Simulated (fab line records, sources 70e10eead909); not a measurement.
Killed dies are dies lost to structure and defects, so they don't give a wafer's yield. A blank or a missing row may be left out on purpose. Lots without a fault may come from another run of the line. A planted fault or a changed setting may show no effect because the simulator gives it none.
Chamber matching | flow nand_harc | NHARC_A_STAIRCASE_DEP_151 on pecvd-03: 3 sister chambers
The step deposits SiO2, target thk 7200 nm. 3 wafers are shown with their chamber, then 9 later ones without.

WAFERS WITH THEIR CHAMBER
wafer  | chamber | heater_power_w (W)
L087.1 | 0       | 689
L087.2 | 1       | 777
L087.6 | 2       | 717

WAFERS WITHOUT THEIR CHAMBER
wafer  | heater_power_w (W)
L091.2 | 703
L091.3 | 786
L091.6 | 647
L093.3 | 727
L093.5 | 662
L093.6 | 629
L094.1 | 774
L094.4 | 664
L094.5 | 641

WHICH CHAMBER EACH WENT THROUGH
wafer  | from the rows above          | in truth
L091.2 | can't be placed: 0 or 2 or 1 | 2
L091.3 | can't be placed: 1 or 2      | 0
L091.6 | can't be placed: 0 or 2      | 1
L093.3 | can't be placed: 2 or 0 or 1 | 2
L093.5 | can't be placed: 0 or 2      | 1
L093.6 | can't be placed: 0 or 2      | 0
L094.1 | can't be placed: 1 or 2      | 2
L094.4 | can't be placed: 0 or 2      | 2
L094.5 | can't be placed: 0 or 2      | 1
Placed correctly: 0 of 9. Can't be placed from these rows: 9 (the true chamber is among the candidates in 5). Placed wrongly: 0.
How it was worked out, from the rows above alone: a wafer's distance from a chamber is the root of the sum, over the readings, of the square of ((its reading less the chamber's mean) divided by the reading's scatter). The wafer belongs to the nearest chamber; if the next one is less than 2 further off, it can't be placed. A chamber's mean is the mean of its shown wafers. The scatter: with one shown wafer a chamber, the root of the mean of the squares of how far each hidden wafer lies from its nearest shown one.
